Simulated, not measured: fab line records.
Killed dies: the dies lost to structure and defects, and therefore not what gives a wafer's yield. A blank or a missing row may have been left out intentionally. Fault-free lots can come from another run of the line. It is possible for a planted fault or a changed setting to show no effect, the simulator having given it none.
Split-lot experiment || flow n5-finfet || 21 wafers read from 7 lots, route of 1938 steps

== ABOUT THE SPLIT ==
At N5_BEOL_M12_COAT_04 (resist thk 400 nm), the setting spin-rpm was moved away from the recipe's 1625 rpm on 6 of the 21 wafers read, by -7.6% to +11.0%. The other wafers ran this setting at the recipe's value.

Reading taken at the split's own step.

== THE READING ==
coat_of_BEOL_M12_COAT_04.thk-nm (the simulator's own value, which no gauge read), in nm, at N5_BEOL_M12_COAT_04 (resist thk 400 nm). The file gives no usual value for it. Average 400.2 nm, standard deviation 0.82 nm, over the 15 wafers here run with the recipe.

{"wafer": "L079.1", "tool, chamber at the split": "litho-track-02, 0", "spin-rpm as run, rpm": 1625, "against the recipe": "recipe", "coat_of_BEOL_M12_COAT_04.thk-nm, nm": 401, "against lot-mates on the recipe": "-"}
{"wafer": "L079.4", "tool, chamber at the split": "litho-track-02, 0", "spin-rpm as run, rpm": 1625, "against the recipe": "recipe", "coat_of_BEOL_M12_COAT_04.thk-nm, nm": 401, "against lot-mates on the recipe": "-"}
{"wafer": "L079.6", "tool, chamber at the split": "litho-track-02, 0", "spin-rpm as run, rpm": 1625, "against the recipe": "recipe", "coat_of_BEOL_M12_COAT_04.thk-nm, nm": 400.2, "against lot-mates on the recipe": "-"}
{"wafer": "L080.2", "tool, chamber at the split": "litho-track-03, 0", "spin-rpm as run, rpm": 1625, "against the recipe": "recipe", "coat_of_BEOL_M12_COAT_04.thk-nm, nm": 400.4, "against lot-mates on the recipe": "-"}
{"wafer": "L080.3", "tool, chamber at the split": "litho-track-03, 0", "spin-rpm as run, rpm": 1803, "against the recipe": "+11.0%", "coat_of_BEOL_M12_COAT_04.thk-nm, nm": 378.8, "against lot-mates on the recipe": -21.6}
{"wafer": "L080.6", "tool, chamber at the split": "litho-track-03, 0", "spin-rpm as run, rpm": 1803, "against the recipe": "+11.0%", "coat_of_BEOL_M12_COAT_04.thk-nm, nm": 378.4, "against lot-mates on the recipe": -22.0}
{"wafer": "L083.2", "tool, chamber at the split": "litho-track-03, 0", "spin-rpm as run, rpm": 1625, "against the recipe": "recipe", "coat_of_BEOL_M12_COAT_04.thk-nm, nm": 398.8, "against lot-mates on the recipe": "-"}
{"wafer": "L083.3", "tool, chamber at the split": "litho-track-03, 0", "spin-rpm as run, rpm": 1501, "against the recipe": "-7.6%", "coat_of_BEOL_M12_COAT_04.thk-nm, nm": 414.8, "against lot-mates on the recipe": "+16.0"}
{"wafer": "L083.4", "tool, chamber at the split": "litho-track-03, 0", "spin-rpm as run, rpm": 1501, "against the recipe": "-7.6%", "coat_of_BEOL_M12_COAT_04.thk-nm, nm": 416.2, "against lot-mates on the recipe": "+17.4"}
{"wafer": "L086.4", "tool, chamber at the split": "litho-track-04, 0", "spin-rpm as run, rpm": 1625, "against the recipe": "recipe", "coat_of_BEOL_M12_COAT_04.thk-nm, nm": 399.6, "against lot-mates on the recipe": "-"}
{"wafer": "L086.5", "tool, chamber at the split": "litho-track-04, 0", "spin-rpm as run, rpm": 1766, "against the recipe": "+8.7%", "coat_of_BEOL_M12_COAT_04.thk-nm, nm": 383.2, "against lot-mates on the recipe": -16.3}
{"wafer": "L086.6", "tool, chamber at the split": "litho-track-04, 0", "spin-rpm as run, rpm": 1625, "against the recipe": "recipe", "coat_of_BEOL_M12_COAT_04.thk-nm, nm": 399.4, "against lot-mates on the recipe": "-"}
{"wafer": "L088.1", "tool, chamber at the split": "litho-track-03, 0", "spin-rpm as run, rpm": 1767, "against the recipe": "+8.7%", "coat_of_BEOL_M12_COAT_04.thk-nm, nm": 383.4, "against lot-mates on the recipe": -17.4}
{"wafer": "L088.4", "tool, chamber at the split": "litho-track-03, 0", "spin-rpm as run, rpm": 1625, "against the recipe": "recipe", "coat_of_BEOL_M12_COAT_04.thk-nm, nm": 401.4, "against lot-mates on the recipe": "-"}
{"wafer": "L088.6", "tool, chamber at the split": "litho-track-03, 0", "spin-rpm as run, rpm": 1625, "against the recipe": "recipe", "coat_of_BEOL_M12_COAT_04.thk-nm, nm": 400.2, "against lot-mates on the recipe": "-"}
{"wafer": "L089.4", "tool, chamber at the split": "litho-track-04, 0", "spin-rpm as run, rpm": 1625, "against the recipe": "recipe", "coat_of_BEOL_M12_COAT_04.thk-nm, nm": 398.8, "against lot-mates on the recipe": "-"}
{"wafer": "L089.5", "tool, chamber at the split": "litho-track-04, 0", "spin-rpm as run, rpm": 1625, "against the recipe": "recipe", "coat_of_BEOL_M12_COAT_04.thk-nm, nm": 399.6, "against lot-mates on the recipe": "-"}
{"wafer": "L089.6", "tool, chamber at the split": "litho-track-04, 0", "spin-rpm as run, rpm": 1625, "against the recipe": "recipe", "coat_of_BEOL_M12_COAT_04.thk-nm, nm": 400, "against lot-mates on the recipe": "-"}
{"wafer": "L094.2", "tool, chamber at the split": "litho-track-03, 0", "spin-rpm as run, rpm": 1625, "against the recipe": "recipe", "coat_of_BEOL_M12_COAT_04.thk-nm, nm": 401.4, "against lot-mates on the recipe": "-"}
{"wafer": "L094.3", "tool, chamber at the split": "litho-track-03, 0", "spin-rpm as run, rpm": 1625, "against the recipe": "recipe", "coat_of_BEOL_M12_COAT_04.thk-nm, nm": 399.8, "against lot-mates on the recipe": "-"}
{"wafer": "L094.6", "tool, chamber at the split": "litho-track-03, 0", "spin-rpm as run, rpm": 1625, "against the recipe": "recipe", "coat_of_BEOL_M12_COAT_04.thk-nm, nm": 400.8, "against lot-mates on the recipe": "-"}

THE FIT
A straight line over all 21 wafers: coat_of_BEOL_M12_COAT_04.thk-nm changes by -1.97 nm for each +1% of spin-rpm; r = -1.00; the points scatter about the line by 0.78 nm.
The same after taking each lot's own level away (the mean of its wafers on the recipe; 21 wafers): -2.03 nm for each +1%; r = -1.00; scatter 0.66 nm.
The reading moves by 22 nm for the largest change in spin-rpm, on that fit.
The lots' own levels span 398.80 to 400.80 nm, that is 2.4 times the standard deviation above.
The two slopes are in agreement: the lot-to-lot level therefore moves the slope only a little.
Check: for one of the wafers moved furthest among these (+11.0%), held out of the fit, the line's prediction against its lot-mates is -22.1 nm. Against them it came out at -21.6 nm.

== THESE WAFERS: OTHER SPLITS ==
Other splits were also applied to these wafers ahead of the reading. Each is held against what the fit with the lots' levels taken away leaves over:
{"other split on the same wafers": "N5_BEOL_M9_TRENCH_ETCH_37 time-s", "wafers away from the commonest value": 9, "r with coat_of_BEOL_M12_COAT_04.thk-nm (lot level and that fit taken away)": "+0.02"}
{"other split on the same wafers": "N5_BEOL_M10_ILD_DEP_00 time-s", "wafers away from the commonest value": 7, "r with coat_of_BEOL_M12_COAT_04.thk-nm (lot level and that fit taken away)": -0.06}
{"other split on the same wafers": "N5_BEOL_M10_HM_DEP_02 target-thk-a", "wafers away from the commonest value": 9, "r with coat_of_BEOL_M12_COAT_04.thk-nm (lot level and that fit taken away)": "+0.21"}
{"other split on the same wafers": "N5_BEOL_M11_COAT_22 spin-rpm", "wafers away from the commonest value": 6, "r with coat_of_BEOL_M12_COAT_04.thk-nm (lot level and that fit taken away)": "+0.19"}
{"other split on the same wafers": "N5_BEOL_M11_ETCH_66 time-s", "wafers away from the commonest value": 10, "r with coat_of_BEOL_M12_COAT_04.thk-nm (lot level and that fit taken away)": "+0.22"}

== FILE'S OWN FIT ==
coat_of_BEOL_M12_COAT_04.thk-nm changes by -2 nm for each +1% of spin-rpm, r = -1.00.
